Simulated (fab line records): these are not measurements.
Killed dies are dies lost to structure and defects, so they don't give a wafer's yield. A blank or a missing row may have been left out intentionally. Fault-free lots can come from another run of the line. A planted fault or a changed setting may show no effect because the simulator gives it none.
A lot that was struck, set against a sound lot + flow nandHarc + 14 out of 1302 route steps
Sound: the wafers L130.1, L130.5, L130.6. Wafers struck: L135.3, L135.4, L135.6. At the end, the cause is stated.
Per side, at each step with rows, come the tool, then ch with its chambers, and then its first start. Under that, the readings that differ: sound wafers + struck wafers + difference of the means + sigmas: that difference in standard deviations of wafers without a fault.
alike: a reading whose means differ by less than 2 such deviations, as well as words and numbers matching on both sides. not compared: withheld readings; readings where some wafer has no value; bounds like >300 that might hide an equal value; numbers whose values overlap and for which the record gives no deviation.
A row with sigmas, a row that says differs or no value, or rows on one side alone: a step with any of these is where the two part. Numbers that don't overlap but have no deviation are shown without sigmas and don't part them. A reading missing from all wafers of one side parts the sides only when that side holds two or more wafers.

first, 2 steps without rows for these wafers: NHARC_A_SOURCE_PLATE_CVD_03 (deposits poly-Si, target thk 200 nm, time 4000 s); NHARC_A_SOURCE_PLATE_ANNEAL_05 (time 1800 s).
NHARC_A_SOURCE_PLATE_THK_MEAS_06: measures by ellipsometry.
  sound: filmMetro-01 at day 10 07:10; struck: filmMetro-01 at day 12 07:23
  alike: thkNm
NHARC_A_SOURCE_PLATE_INSPECT_08:
  sound: defectInspect-01 at day 10 07:13; struck: defectInspect-01 at day 12 07:27
  alike: rawDefectCount
next comes 1 step that has no rows for these wafers: NHARC_A_ONON_D1_DEP_00 (target thickness 1000 nm).
NHARC_A_ONON_D1_THK_MEAS_02: measures by ellipsometry.
  sound: filmMetro-02 at day 10 07:47; struck: filmMetro-02 at day 12 08:02
  alike: thkNm
next comes 1 step that has no rows for these wafers: NHARC_A_ONON_D1_DEP_03 (target thickness 1000 nm).
NHARC_A_ONON_D1_THK_MEAS_05: measures by ellipsometry.
  sound: filmMetro-01 at day 10 08:22; struck: filmMetro-01 at day 12 08:36
  alike: thkNm
next comes 1 step that has no rows for these wafers: NHARC_A_ONON_D1_DEP_06 (target thickness 1000 nm).
NHARC_A_ONON_D1_THK_MEAS_08: measures by ellipsometry.
  sound: filmMetro-01 at day 10 08:56; struck: filmMetro-02 at day 12 09:10
  alike: thkNm
NHARC_A_ONON_D1_DEP_09: target thk 1000 nm.
  sound on pecvdOnon-02 ch 0, day 10 08:59; struck on pecvdOnon-02 ch 0, day 12 09:20
  alike: susceptorTempC
NHARC_A_ONON_D1_THK_MEAS_11: measures by ellipsometry.
  sound: filmMetro-01 at day 10 09:31; struck: filmMetro-02 at day 12 09:44
| reading    | sound          | struck         | difference | sigmas |
|------------|----------------|----------------|------------|--------|
| thkNm (nm) | 1013 1012 1014 | 1501 1504 1501 | +489       | +62    |
next comes 1 step that has no rows for these wafers: NHARC_A_ONON_D1_DEP_12 (target thickness 1000 nm).
-- the record jumps here: 17 days lie between the struck wafers' starts before and after (it left off in module A_ONON_D1 and takes up again in module END, whose first step shown is number 1302 of the route) --
NHARC_END_SORT_01:
  only the struck wafers appear in the record here, on prober-02 ch 0 at day 28 23:56; the sound ones have no rows

== WHERE THEY PART ==
Last at NHARC_END_SORT_01 as far as this record goes, first at NHARC_A_ONON_D1_THK_MEAS_11.

WHY: what had been put in by the simulator
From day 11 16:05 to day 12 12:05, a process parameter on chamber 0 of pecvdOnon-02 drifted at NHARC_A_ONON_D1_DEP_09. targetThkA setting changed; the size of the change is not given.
